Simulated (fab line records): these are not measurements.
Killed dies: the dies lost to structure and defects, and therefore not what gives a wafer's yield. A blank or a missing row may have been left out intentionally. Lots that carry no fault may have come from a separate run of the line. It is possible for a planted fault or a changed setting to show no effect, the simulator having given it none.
fab line records ; flow n5-finfet
[record] lots = 4; wafers = 12; last-day = 18
route steps=1938 shown BEOL_M2@851 BEOL_M4@1111 PASSIVATION@1936
lots that met no fault: taken from a fault-free run of the same line
start-h: hours from the record's first day to the start of the lot's first wafer shown ; wait-h: time in hours since the lot's previous step ; " unchanged from the row above ; L1.1+2: a row that stands for several wafers ; - no value present, or no start provided ; * or withheld: withheld ; < > ~ a bound
route shown NAME@n: a module of which the file shows steps, and the number in the route of the first ; usual: the fault-free wafers' mean and standard deviation ; same: alike in all rows ; chamber/n: place in a boat ; sites: each site's reading ; _std_site: the standard deviation of these ; _edge_site: the outer-site mean with the inner-site mean subtracted ; radius-mm: how far each site lies from the wafer's centre ; mask NAME#n: copy n ; behind: the most recent tool/chamber to have shaped the wafer ; hold: why the lot was held/for how many hours/how that ended ; device: the transistor (n, p or np) that didn't switch ; end of line: the same wafers' tests at the end of the route ; a step given without rows: its recipe and nothing more ; killed: dies lost to structure and defects at the first sort, not the wafer's yield ; map: per-die view of a wafer (x killed, . not killed, _ where there is no die)
set.NAME: setting as actually run; set.NAME@STEP: the setting as run at that earlier step ; model.NAME: the simulator's own value behind a step, which no gauge read
lots at selected steps of the route; one table per step, one row per wafer
services: a tool's chamber out of use, with start hour (start-h, from the record's first day; less than 0 if before it), hours out, and reason
[[steps]]
[step N5_BEOL_M2_EXPOSE_08]
[recipe] mask-id = M2; na = 0.33; source-shape = dipole; sigma-inner = 0.369; sigma-outer = 0.767; polarization = unpolarized; dose-mj = 41.25
[step N5_BEOL_M2_PEB_09]
[recipe] peb-temp-c = 100; peb-time-s = 60; resist = CAR-EUV
[step N5_BEOL_M2_DEVELOP_10]
[recipe] develop-time-s = 30; developer = TMAH; resist = CAR-EUV; rinse-liquid = surfactant-rinse; dry = air-spin; dev-temp-c = 23
[step N5_BEOL_M2_DESCUM_16]
[recipe] chemistry = O2; time-s = 7; source-power-w = 50; bias-power-w = 20; pressure-mtorr = 20; rf-frequency-hz = 2.712e+07; temp-c = 40; resist = CAR-EUV; o2-flow-sccm = 225
[step N5_BEOL_M2_ETCH_74]
[recipe] chemistry = N2/H2; target = underlayer; target-depth-a = 65; mask-material = CAR-EUV; time-s = 5.2; ion-energy-ev = 200; pressure-mtorr = 30; source-w = 840; bias-w = 150; n2-flow-sccm = 200; h2-flow-sccm = 200; ends = cleared
[step N5_BEOL_M2_ETCH_63]
[recipe] chemistry = CF4; target = SiARC; target-depth-a = 156; mask-material = CAR-EUV; time-s = 26; ion-energy-ev = 80; pressure-mtorr = 40; source-w = 545; bias-w = 36; Ar_flow_sccm = 100; cf4-flow-sccm = 100; ends = cleared
[step N5_BEOL_M2_ETCH_64]
[recipe] chemistry = N2/H2; target = SOC; target-depth-a = 750; overetch-a = 225; mask-material = SiARC; temp-c = 40; time-s = 121.9; ion-energy-ev = 200; pressure-mtorr = 30; source-w = 840; bias-w = 150; n2-flow-sccm = 200; h2-flow-sccm = 200
[step N5_BEOL_M2_STRIP_65]
[recipe] chemistry = N2/H2; temp-c = 40; n2-flow-sccm = 200; h2-flow-sccm = 200; rf-frequency-hz = 6e+07
[step N5_BEOL_M2_STRIP_75]
[recipe] chemistry = N2/H2; temp-c = 40; n2-flow-sccm = 200; h2-flow-sccm = 200; rf-frequency-hz = 6e+07
[step N5_BEOL_M2_STRIP_66]
[recipe] chemistry = CF4; resist = SiARC; power-w = 300; bias-power-w = 75; pressure-mtorr = 50; cf4-flow-sccm = 150; rf-frequency-hz = 6e+07
[usual] drypump-motor-current-A = 5.6/0.53; oes-product-au = 0.78/0.09; rf-fwd-power-W = 292.4/0.95; rf-vpp-V = 271.3/1.8; showerhead-plenum-p-Torr = 1.80/0.067; throttle-valve-pct = 13.48/0.3
lot.wafer;tool;chamber;start-h;wait-h;drypump-motor-current-A;oes-product-au;rf-fwd-power-W;rf-hours-counter-h;rf-vpp-V;showerhead-plenum-p-Torr;throttle-valve-pct
L213.1;rie-diel-03;3;147.42;0.0;6.4;0.76;290.7;119;270.1;1.74;13.80
L213.5;rie-diel-03;2;147.42;0.0;4.7;0.68;291.7;-;271.3;1.77;13.67
L213.6;rie-diel-03;3;147.42;0.0;6.4;0.75;292.5;-;269.5;1.74;13.79
L224.2;rie-diel-01;1;218.98;0.0;5.9;0.70;292.0;195;270.9;1.85;13.79
L224.3;rie-diel-01;0;218.98;0.0;6.0;0.69;291.5;224;271.6;1.83;13.70
L224.4;rie-diel-01;2;218.98;0.0;5.6;0.89;292.6;30;272.3;1.91;13.23
L233.3;rie-diel-03;3;279.94;0.0;6.4;0.72;292.1;165;270.7;1.73;13.90
L233.5;rie-diel-03;1;279.94;0.0;5.4;0.81;292.7;-;270.7;1.73;13.12
L233.6;rie-diel-03;0;279.94;0.0;5.2;0.83;291.9;-;273.4;1.90;13.29
L234.1;rie-diel-03;0;283.22;0.0;5.2;0.84;292.0;48;271.7;1.89;13.29
L234.2;rie-diel-03;1;283.22;0.0;5.4;0.82;292.3;61;270.9;1.73;13.11
L234.5;rie-diel-03;3;283.22;0.0;6.4;0.72;292.1;-;269.8;1.73;13.90
[step N5_BEOL_M2_HM_OPEN_17]
[recipe] chemistry = Cl2/BCl3; target-depth-a = 200; overetch-a = 60; target = TiN; mask-material = SOC; ion-energy-ev = 150; pressure-mtorr = 10; icp-w = 1000; bias-w = 126; Cl2_flow_sccm = 53.25; bcl3-flow-sccm = 21.75; Ar_flow_sccm = 25
[step N5_BEOL_M2_STRIP_19]
[recipe] chemistry = O2; power-w = 400; temp-c = 40; pressure-mtorr = 30; rf-frequency-hz = 6e+07; bias-power-w = 0; overash-fraction = 0.2; o2-flow-sccm = 225
[step N5_BEOL_M2_COAT_67]
[recipe] resist = SOC; temp-c = 250; time-s = 60; spin-rpm = 1500; resist-thk-nm = 60
[step N5_BEOL_M2_COAT_68]
[recipe] resist = SiARC; temp-c = 220; time-s = 60; spin-rpm = 1500; resist-thk-nm = 12
[step N5_BEOL_M2_COAT_76]
[recipe] resist = underlayer; temp-c = 205; time-s = 60; spin-rpm = 1500; resist-thk-nm = 5
[step N5_BEOL_M2_COAT_22]
[recipe] resist = CAR-EUV; spin-rpm = 1500; resist-thk-nm = 30
[step N5_BEOL_M2_EBR_24]
[recipe] solvent = PGMEA; ebr-width-mm = 1.5
[step N5_BEOL_M2_SOFTBAKE_23]
[recipe] temp-c = 110; time-s = 60; resist = CAR-EUV
[step N5_BEOL_M2_EXPOSE_25]
[recipe] mask-id = V1; na = 0.33; source-shape = quasar; sigma-inner = 0.2; sigma-outer = 0.8; polarization = unpolarized; defocus-nm = 5; dose-mj = 63
[step N5_BEOL_M2_PEB_26]
[recipe] peb-temp-c = 100; peb-time-s = 60; resist = CAR-EUV
[step N5_BEOL_M2_DEVELOP_27]
[recipe] develop-time-s = 30; developer = TMAH; resist = CAR-EUV; rinse-liquid = surfactant-rinse; dry = air-spin; dev-temp-c = 23
[step N5_BEOL_M2_INSPECT_30]
[recipe] mode = adi; inspect-instrument = brightfield
[usual] raw-defect-count = 429/96
lot.wafer;tool;chamber;start-h;wait-h;raw-defect-count
L213.1;defect-inspect-01;-;148.18;0.1;422
L213.5;defect-inspect-01;-;148.18;0.1;304
L213.6;defect-inspect-01;-;148.18;0.1;466
L224.2;defect-inspect-02;-;219.71;0.0;363
L224.3;defect-inspect-02;-;219.71;0.0;438
L224.4;defect-inspect-02;-;219.71;0.0;414
L233.3;defect-inspect-01;-;280.70;0.0;487
L233.5;defect-inspect-01;-;280.70;0.0;778
L233.6;defect-inspect-01;-;280.70;0.0;372
L234.1;defect-inspect-01;-;283.85;0.1;406
L234.2;defect-inspect-01;-;283.85;0.1;753
L234.5;defect-inspect-01;-;283.85;0.1;344
[step N5_BEOL_M2_DESCUM_33]
[recipe] chemistry = O2; time-s = 7; source-power-w = 50; bias-power-w = 20; pressure-mtorr = 20; rf-frequency-hz = 2.712e+07; temp-c = 40; resist = CAR-EUV; o2-flow-sccm = 225
[step N5_BEOL_M4_RC_MEAS_101]
[usual] DIBL_N = 37.0/2.3; DIBL_P = 37.3/2.8; IOFF_N = 0.17/0.046; IOFF_P = 0.23/0.054; ION_N = 675/14; ION_P = 460/9.3; SS_N = 71.7/0.73; SS_P = 73.6/0.95; VT_N = 249/3.9; VT_P = -250/3.9
lot.wafer;tool;chamber;start-h;wait-h;DIBL_N[mV/V];DIBL_P[mV/V];IOFF_N[nA/um];IOFF_P[nA/um];ION_N[uA/um];ION_P[uA/um];SS_N[mV/dec];SS_P[mV/dec];VT_N[mV];VT_P[mV]
L213.1;prober-02;0;173.23;0.0;36.9;36.2;0.19;0.22;675;455;71.6;73.3;245;-250
L213.5;prober-02;0;173.23;0.0;37.7;38.0;0.20;0.26;681;469;71.6;74.2;246;-248
L213.6;prober-02;0;173.23;0.0;34.2;33.5;0.11;0.17;648;449;70.9;72.7;256;-256
L224.2;prober-02;0;251.04;0.2;37.3;39.3;0.23;0.29;695;473;71.2;74.5;241;-242
L224.3;prober-02;0;251.04;0.2;35.5;37.2;0.19;0.25;679;470;71.1;73.6;243;-248
L224.4;prober-02;0;251.04;0.2;38.5;40.0;0.26;0.32;691;472;72.5;74.4;242;-243
L234.1;prober-01;0;317.82;0.0;38.0;41.1;0.18;0.23;674;454;72.3;74.7;250;-254
L234.2;prober-01;0;317.82;0.0;38.0;40.4;0.19;0.21;681;459;72.0;73.8;250;-251
L234.5;prober-01;0;317.82;0.0;37.7;39.3;0.19;0.20;666;449;72.0;74.9;249;-256
L233.3;prober-02;0;320.02;0.3;34.7;34.0;0.13;0.18;655;449;71.6;73.3;252;-252
L233.5;prober-02;0;320.02;0.3;42.4;44.0;0.32;0.37;699;473;74.0;75.3;242;-244
L233.6;prober-02;0;320.02;0.3;37.3;38.3;0.20;0.25;673;458;72.0;74.7;248;-248
[step N5_PASSIVATION_PROBE_49]
[usual] defect-limited-yield = 91.5/1.3; killed_at_M0_to_M3 = 36/10; killed_at_M4_up = 13/4.7; killed-at-contacts = 13/6.7; killed-at-front-end = 37/9.7; killed-at-other = 2.6/2.3; killed-dies = 101/15; killed-on-rim = 14/4.3; killed-open = 67/12; killed-short = 32/6.7; sort_bin_4_leakage = 0.0/0.31; sort_bin_5_function = 5.0/0.89; sort_bin_6_memory = 3.2/0.63; sort_bin_8_speed = 0.01/0.03; sort-n-pass = 1079/16; sort-yield-pct = 91.4/1.4
[same] gross-dies = 1180; killed-at-back-side = 0
lot.wafer;tool;chamber;start-h;wait-h;defect-limited-yield[%];killed_at_M0_to_M3;killed_at_M4_up;killed-at-contacts;killed-at-front-end;killed-at-other;killed-dies;killed-on-rim;killed-open;killed-short;sort_bin_4_leakage[%];sort_bin_5_function[%];sort_bin_6_memory[%];sort_bin_8_speed[%];sort-n-pass;sort-yield-pct[%]
L213.1;prober-01;-;274.54;0.0;91.4;23;16;17;43;3;102;14;66;35;0;5.7;2.9;0;1078;91.4
L213.5;prober-01;-;274.74;0.2;90.8;34;13;23;37;2;109;10;76;32;0;5.1;3.7;0;1071;90.8
L213.6;prober-01;-;274.79;0.3;92.3;32;11;12;36;0;91;15;56;33;0;4.7;3.0;0.08;1088;92.2
L224.2;prober-02;-;368.38;0.1;92.4;24;7;10;37;12;90;8;64;25;0;4.1;3.4;0;1090;92.4
L224.3;prober-02;-;368.43;0.1;91.6;37;10;8;38;6;99;10;63;33;0;5.4;2.8;0;1081;91.6
L224.4;prober-02;-;368.48;0.2;93.2;30;7;4;35;4;80;9;50;27;0;4.2;2.5;0;1100;93.2
L234.1;prober-02;-;437.77;0.9;90.3;53;17;11;32;1;114;11;80;34;0;5.7;3.6;0;1066;90.3
L234.2;prober-02;-;437.82;1.0;85.3;119;7;11;34;2;173;30;84;27;0;8.4;5.0;0;1007;85.3
L234.5;prober-02;-;437.97;1.1;89.4;50;19;21;34;1;125;11;84;40;0;6.6;3.4;0;1055;89.4
L233.3;prober-02;-;439.20;0.1;91.4;32;17;22;30;1;102;14;67;30;0;5.3;3.1;0;1078;91.4
L233.5;prober-02;-;439.30;0.2;86.4;97;11;15;34;4;161;29;51;41;0.8;9.7;3.1;0;1009;85.5
L233.6;prober-02;-;439.35;0.3;91.8;27;10;18;39;3;97;14;71;26;0;4.8;3.1;0;1083;91.8
// killed by level:class
L213.1 MOL_CONTACT_COAG:geometric-particle:open=14 FIN_SAQP:geometric-particle:short=11 BEOL_M3:geometric-particle:open=6 GATE_CUT:geometric-particle:open=5 BEOL_M2:geometric-particle:open=5 FIN_SAQP:geometric-particle:open=4 STI_FIN_REVEAL:geometric-particle:open=4 BEOL_M0_SAQP:geometric-particle:short=4
L213.5 MOL_CONTACT_COAG:geometric-particle:open=17 BEOL_M3:geometric-particle:open=10 FIN_SAQP:geometric-particle:open=6 STI_FIN_REVEAL:geometric-particle:open=6 DUMMY_GATE:geometric-particle:open=6 MOL_CONTACT_COAG:geometric-particle:short=6 BEOL_M2:geometric-particle:open=6 GATE_CUT:geometric-particle:short=4
L213.6 MOL_CONTACT_COAG:geometric-particle:open=9 BEOL_M2:geometric-particle:open=8 FIN_SAQP:geometric-particle:open=6 BEOL_M0:geometric-particle:open=6 FIN_SAQP:geometric-particle:short=5 DUMMY_GATE:geometric-particle:open=5 BEOL_M3:geometric-particle:open=5 DUMMY_GATE:geometric-particle:short=4
L224.2 MOL_CONTACT_COAG:geometric-particle:open=9 FIN_SAQP:geometric-particle:short=7 BEOL_M3:geometric-particle:open=7 STI_FIN_REVEAL:geometric-particle:open=6 FIN_SAQP:geometric-particle:open=5 BEOL_M2:geometric-particle:open=5 DUMMY_GATE:geometric-particle:open=4 BEOL_M0_SAQP:geometric-particle:open=4
L224.3 BEOL_M3:geometric-particle:open=10 FIN_SAQP:geometric-particle:short=8 STI_FIN_REVEAL:geometric-particle:open=8 DUMMY_GATE:geometric-particle:open=7 BEOL_M1:geometric-particle:open=7 MOL_CONTACT_COAG:geometric-particle:open=6 DUMMY_GATE:geometric-particle:short=5 BEOL_M2:geometric-particle:open=5
L224.4 STI_FIN_REVEAL:geometric-particle:open=8 BEOL_M1:geometric-particle:open=8 FIN_SAQP:geometric-particle:short=6 DUMMY_GATE:geometric-particle:open=6 BEOL_M2:geometric-particle:open=6 BEOL_M3:geometric-particle:open=5 BEOL_M0_SAQP:geometric-particle:open=4 BEOL_M0_SAQP:geometric-particle:short=4
L234.1 BEOL_M3:geometric-particle:open=11 MOL_CONTACT_COAG:geometric-particle:open=9 BEOL_M1:geometric-particle:open=8 BEOL_M2:geometric-particle:open=8 BEOL_M0_SAQP:geometric-particle:open=7 BEOL_M1:geometric-particle:short=6 STARTING-WAFER:geometric-particle:open=6 FIN_SAQP:geometric-particle:open=5
L234.2 BEOL_M2:unspecified=60 BEOL_M0_SAQP:geometric-particle:open=17 BEOL_M2:geometric-particle:open=14 STI_FIN_REVEAL:geometric-particle:open=12 MOL_CONTACT_COAG:geometric-particle:open=10 BEOL_M3:geometric-particle:open=10 BEOL_M0_SAQP:geometric-particle:short=9 FIN_SAQP:geometric-particle:open=4
L234.5 MOL_CONTACT_COAG:geometric-particle:open=17 FIN_SAQP:geometric-particle:open=12 BEOL_M0_SAQP:geometric-particle:open=11 BEOL_M0_SAQP:geometric-particle:short=11 BEOL_M1:geometric-particle:open=7 BEOL_M2:geometric-particle:open=6 BEOL_M3:geometric-particle:open=6 FIN_SAQP:geometric-particle:short=5
L233.3 MOL_CONTACT_COAG:geometric-particle:open=16 BEOL_M2:geometric-particle:open=9 STI_FIN_REVEAL:geometric-particle:open=7 GATE_CUT:geometric-particle:short=6 MOL_CONTACT_COAG:geometric-particle:short=6 BEOL_M1:geometric-particle:open=6 BEOL_M3:geometric-particle:open=6 BEOL_M4:geometric-particle:open=6
L233.5 BEOL_M2:unspecified=68 MOL_CONTACT_COAG:geometric-particle:open=11 FIN_SAQP:geometric-particle:open=9 FIN_SAQP:geometric-particle:short=6 BEOL_M2:geometric-particle:open=5 BEOL_M0_SAQP:geometric-particle:open=5 BEOL_M1:geometric-particle:open=5 BEOL_M4:geometric-particle:open=5
L233.6 MOL_CONTACT_COAG:geometric-particle:open=17 STI_FIN_REVEAL:geometric-particle:open=8 BEOL_M1:geometric-particle:open=7 FIN_SAQP:geometric-particle:short=6 FIN_SAQP:geometric-particle:open=6 BEOL_M0_SAQP:geometric-particle:short=5 BEOL_M0_SAQP:geometric-particle:open=5 GATE_CUT:geometric-particle:open=4
// map L233.5 (x killed, . not)
_________________............________________
______________x.x....x...x....x._____________
___________........................__________
__________.x........................_________
________....x.......x.............x..._______
_______xxxxx..x........................______
______xxxxxx......................x...x._____
_____xxxxxxxx...............x.x......x...____
____xxxxxxx...............................___
___xxxxxxxx..xx.....xx.............xx......__
___xxxxxxxx.x.x.........x.........x....x...__
__xxxxxxxxxx....x..........................._
__xxxxxxxx..x........................x......_
_xxx.xxxxx.........x.........................
_......x.............x...................x...
_x.x........................x.....x..........
_...........x........x..xx.......x....x..x...
_.................x........x............x....
_..x.....x.....x.............................
_...x.x..............x...x.........x......x..
_..............x.....x...x..x................
__.............................x............_
__.x........................................_
___...............x........x..x...x.....x..__
___......x.......x....x.xx.................__
____.......x.........xx.........x.........___
_____.x....xx.................x..........____
______..........................xxx....._____
_______...x..x..x....x.................______
________............................x._______
__________.........................._________
___________.....x................xx__________
______________..............x..._____________
_________________.....x......________________
// map L234.2 (x killed, . not)
_________________...x.....x..________________
______________...x......x......x_____________
___________........................__________
__________............x............x_________
________..x..........x............xx.x_______
_______xxx..x...........x..............______
______xxxx.x..x.......x...x..........x.._____
_____xxxxxxxxx..x..x.....................____
____xxxxxxx..x...x........................___
___xxxxxxxx.......xx..........x...x........__
___xxxxxx.xxx..xx....x.........x........x..__
__xxxxxxxxx.........x.xx.....x.x....x.x....._
__xxxxxxx..x........x.....xx......x........._
_xxxx.................xx.......x.x...........
_xx.x.x..x..x.........................x......
_..x.....x..................x................
_...................x...x.....x..x...........
_............................................
_.........x.......xx.........................
_.x.x....x...xx.............x.......x........
_..x.....x.....x......xx...........x....x....
__x......................xx...........x....._
__x...x.x..................................._
___........................................__
___......................x................x__
____..........x...................xx......___
_____....x......x....x..........xx...x...____
______x.......x................x..x....._____
_______.................x.....x........______
________.........x............x......._______
__________..xx.........x............_________
___________.......x.xx...x.........__________
______________.................._____________
_________________........x...________________
[[services]]
tool;chamber;start-h;hours;kind
rie-diel-01;3;138.40;-;clean
rie-diel-01;3;138.40;-;consumable-replace:focus-ring
rie-diel-01;3;138.40;15.9;scheduled-down
rie-diel-01;3;138.40;15.9;vent-cycle
rie-diel-03;2;183.21;-;clean
rie-diel-03;2;183.21;-;consumable-replace:focus-ring
rie-diel-03;2;183.21;17.9;scheduled-down
rie-diel-03;2;183.21;17.9;vent-cycle
rie-diel-01;2;234.02;5.6;repair
[[key]]
[first-sign] step = N5_BEOL_M2_INSPECT_30; reading = raw-defect-count; direction = up; sigmas = 3.5; usual = 429; struck = 766
[effect] step = N5_PASSIVATION_PROBE_49; reading = killed_at_M0_to_M3; direction = up; sigmas = 7; usual = 36; struck = 108
[more-kills-born-at] N5_BEOL_M2_STRIP_66@rie-diel-03 = 128
met-at N5_BEOL_M2_STRIP_66
struck-wafers L233.5,L234.2
[fault] kind = chamber-particle-source; tool = rie-diel-03; chamber = 1; onset-h = 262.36; steps = N5_BEOL_M2_STRIP_66; rate-per-visit-cm2 = 0.68633; end-h = 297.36
